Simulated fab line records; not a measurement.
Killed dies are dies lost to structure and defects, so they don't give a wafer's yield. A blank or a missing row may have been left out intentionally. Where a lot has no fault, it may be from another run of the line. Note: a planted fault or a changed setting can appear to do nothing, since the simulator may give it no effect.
Matching of chambers ; flow n5Finfet ; rieDiel-05 running N5_DUMMY_GATE_HM_OPEN_21: 4 sister chambers
The step chemistry CH3F/O2, target SiNx, target depth 120 nm, time 171.4 s. 16 wafers are shown with their chamber, then 8 later ones without.

## EACH WAFER AND ITS CHAMBER
wafer;chamber;showerheadPlenumPTorr (Torr);drypumpMotorCurrentA (A);rfVppV (V)
L075.2;0;1.99;6.1;299
L075.4;2;2.04;5.8;301
L075.6;1;1.93;5.5;307
L077.1;0;1.99;6.0;299
L077.2;2;2.04;5.8;301
L077.3;1;1.92;5.5;307
L080.4;2;2.04;5.8;302
L080.5;1;1.92;5.5;307
L080.6;3;2.05;5.4;290
L081.2;1;1.92;5.5;308
L081.3;0;1.99;6.1;299
L081.4;3;2.05;5.4;289
L085.3;3;2.05;5.4;290
L085.5;2;2.03;5.8;300
L085.6;3;2.05;5.4;290
L089.1;3;2.05;5.4;290

SIGNATURES (means of the wafers above)
reading;chamber 0;chamber 1;chamber 2;chamber 3;scatter within a chamber
showerheadPlenumPTorr;1.9900;1.9225;2.0375;2.0500;0.00354
drypumpMotorCurrentA;6.067;5.500;5.800;5.400;0.0236
rfVppV;299.00;307.25;301.00;289.80;0.544
Rule: for each reading, subtract the chamber's mean from the wafer's reading, divide by that reading's scatter and square the result; add these up over the readings and take the root, which gives the wafer's distance from the chamber. If the next closest chamber is less than 2 further off than the closest, the wafer can't be placed; otherwise it belongs to the closest. The scatter: take each reading less its chamber's mean, square it, sum over the shown wafers, divide by the number of wafers less the number of chambers, and take the root.

## WAFERS MISSING THEIR CHAMBER
wafer;showerheadPlenumPTorr (Torr);drypumpMotorCurrentA (A);rfVppV (V)
L089.2;1.99;6.1;298
L089.6;2.03;5.8;302
L096.3;1.98;6.0;299
L096.4;2.03;5.8;302
L096.5;1.98;6.1;299
L097.2;1.98;6.1;296
L097.4;1.91;5.5;306
L097.5;2.04;5.4;288

## CHAMBER TAKEN BY EACH
wafer;from the rows above;in truth
L089.2;0;0
L089.6;2;2
L096.3;0;0
L096.4;2;2
L096.5;0;0
L097.2;0;0
L097.4;1;1
L097.5;3;3
8 of 8 placed correctly. From these rows, 0 cannot be placed. Placed wrongly: 0.
